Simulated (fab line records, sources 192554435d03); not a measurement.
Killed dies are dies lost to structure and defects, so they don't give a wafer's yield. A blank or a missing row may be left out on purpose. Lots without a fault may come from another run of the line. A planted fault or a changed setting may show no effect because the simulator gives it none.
Split-lot experiment | flow n5_finfet | 7 lots, 21 wafers read, on a route of 1938 steps

THE SPLIT
At N5_BEOL_M7_PECVD_70 (deposits SiO2 from TEOS/O2, target thk 20 nm, time 22.7 s), the setting temp_c was moved away from the recipe's 400 C on 7 of the 21 wafers read, by +1.4% to +4.0%. The other wafers ran this setting at the recipe's value.

FROM THE SPLIT TO THE READING: what the file shows between them, 12 steps
- N5_BEOL_M7_HM_DEP_02: deposits TiN, target thk 20 nm (also split here: target_thk_a)
- N5_BEOL_M7_COAT_59: time 60 s, resist thk 100 nm
- N5_BEOL_M7_COAT_60: time 60 s, resist thk 35 nm
- N5_BEOL_M7_STRIP_68: strips in N2/H2
- N5_BEOL_M7_STRIP_67: strips in CF4
- N5_BEOL_M7_HM_OPEN_17: chemistry Cl2/BCl3, target TiN, target depth 20 nm, overetch 6 nm
- N5_BEOL_M7_STRIP_19: strips in O2
- N5_BEOL_M7_STRIP_76: strips in C4F6/O2
- N5_BEOL_M7_STRIP_36: strips in N2/H2
- N5_BEOL_M7_TRENCH_ETCH_37: etches SiCOH lowk in C4F6/O2, target depth 93.478 nm, time 31.2 s
- N5_BEOL_M7_ETCH_41: etches SiCN in CH3F/O2, target depth 31.9 nm, time 57.8 s
- N5_BEOL_M7_STRIP_80: strips in N2/H2, time 10 s

THE READING
SiO2_of_BEOL_M7_PECVD_70.thk_nm (the simulator's own value, which no gauge read), in nm, at N5_BEOL_M7_HM_STRIP_39 (strips TiN in peroxide tin strip, target depth 25 nm, time 158 s). The file gives no usual value for it. The 14 wafers here that ran the recipe average 19.6 nm, standard deviation 0.26 nm.

wafer  | tool, chamber at the split | temp_c as run, C | against the recipe | SiO2_of_BEOL_M7_PECVD_70.thk_nm, nm | against lot-mates on the recipe
L080.1 | pecvd-04, 1,0              | 409.3            | +2.3%              | 18.8                                | -1.2
L080.3 | pecvd-04, 1,0              | 409.3            | +2.3%              | 18.8                                | -1.2
L080.6 | pecvd-04, 0                | 400              | recipe             | 20                                  | -
L081.1 | pecvd-02, 1                | 400              | recipe             | 19.4                                | -
L081.4 | pecvd-02, 1                | 400              | recipe             | 19.6                                | -
L081.6 | pecvd-02, 0                | 405.5            | +1.4%              | 19.4                                | -0.1
L083.4 | pecvd-03, 0                | 400              | recipe             | 20.2                                | -
L083.5 | pecvd-03, 1                | 415.8            | +4.0%              | 18                                  | -2.2
L083.6 | pecvd-03, 2                | 415.8            | +4.0%              | 17.8                                | -2.4
L082.2 | pecvd-03, 2                | 400              | recipe             | 19.4                                | -
L082.4 | pecvd-03, 2                | 412.9            | +3.2%              | 18.2                                | -1.4
L082.5 | pecvd-03, 0                | 400              | recipe             | 19.8                                | -
L089.2 | pecvd-02, 0                | 400              | recipe             | 19.4                                | -
L089.3 | pecvd-02, 2                | 400              | recipe             | 19.2                                | -
L089.4 | pecvd-02, 0                | 400              | recipe             | 19.6                                | -
L093.1 | pecvd-02, 0                | 400              | recipe             | 19.4                                | -
L093.4 | pecvd-02, 1,0              | 400              | recipe             | 19.6                                | -
L093.5 | pecvd-02, 1,0              | 400              | recipe             | 19.6                                | -
L094.2 | pecvd-04, 0                | 400              | recipe             | 19.4                                | -
L094.3 | pecvd-04, 2                | 407.6            | +1.9%              | 18.6                                | -1.0
L094.6 | pecvd-04, 1                | 400              | recipe             | 19.8                                | -
Where a row lists several chambers, the file gives one row for several wafers and doesn't say which wafer went through which chamber.

THE FIT
A straight line over all 21 wafers: SiO2_of_BEOL_M7_PECVD_70.thk_nm changes by -0.417 nm for each +1% of temp_c; r = -0.92; the points scatter about the line by 0.25 nm.
The same after taking each lot's own level away (the mean of its wafers on the recipe; 21 wafers): -0.534 nm for each +1%; r = -0.96; scatter 0.21 nm.
On that fit, the largest move of temp_c shifts the reading by 2.1 nm.
The lots' own levels span 19.40 to 20.20 nm, that is 3.1 times the standard deviation above.
So the lot-to-lot level changes the slope: the two fits differ.
Check: with one of the wafers moved furthest among these (+4.0%) left out of the fit, the line predicts -2.03 nm for it against its lot-mates. It came out at -2.2 nm against them.

OTHER SPLITS ON THESE WAFERS
These wafers also went through other splits before the reading. Each is held against what the fit with the lots' levels taken away leaves over:
other split on the same wafers    | wafers away from the commonest value | r with SiO2_of_BEOL_M7_PECVD_70.thk_nm (lot level and that fit taken away)
N5_BEOL_M5_TRENCH_ETCH_37 bias_w  | 5                                    | -0.10
N5_BEOL_M6_TRENCH_ETCH_37 time_s  | 8                                    | +0.06
N5_BEOL_M7_HM_DEP_02 target_thk_a | 9                                    | +0.28

THE WHOLE CHAIN: every reading that the file lists as answering this split, in the file's order
step                   | what it does                                                     | reading                                                                          | change (the file's fit)               | r (the file's)
N5_BEOL_M7_PECVD_70    | deposits SiO2 from TEOS/O2, target thk 20 nm, time 22.7 s        | SiO2_of_BEOL_M7_PECVD_70.thk_nm (the simulator's own value, which no gauge read) | -0.509 nm for each +1% of the setting | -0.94
N5_BEOL_M7_HM_STRIP_39 | strips TiN in peroxide tin strip, target depth 25 nm, time 158 s | SiO2_of_BEOL_M7_PECVD_70.thk_nm (the simulator's own value, which no gauge read) | -0.499 nm for each +1% of the setting | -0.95

THE FILE'S OWN FIT
SiO2_of_BEOL_M7_PECVD_70.thk_nm changes by -0.499 nm for each +1% of temp_c, r = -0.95.
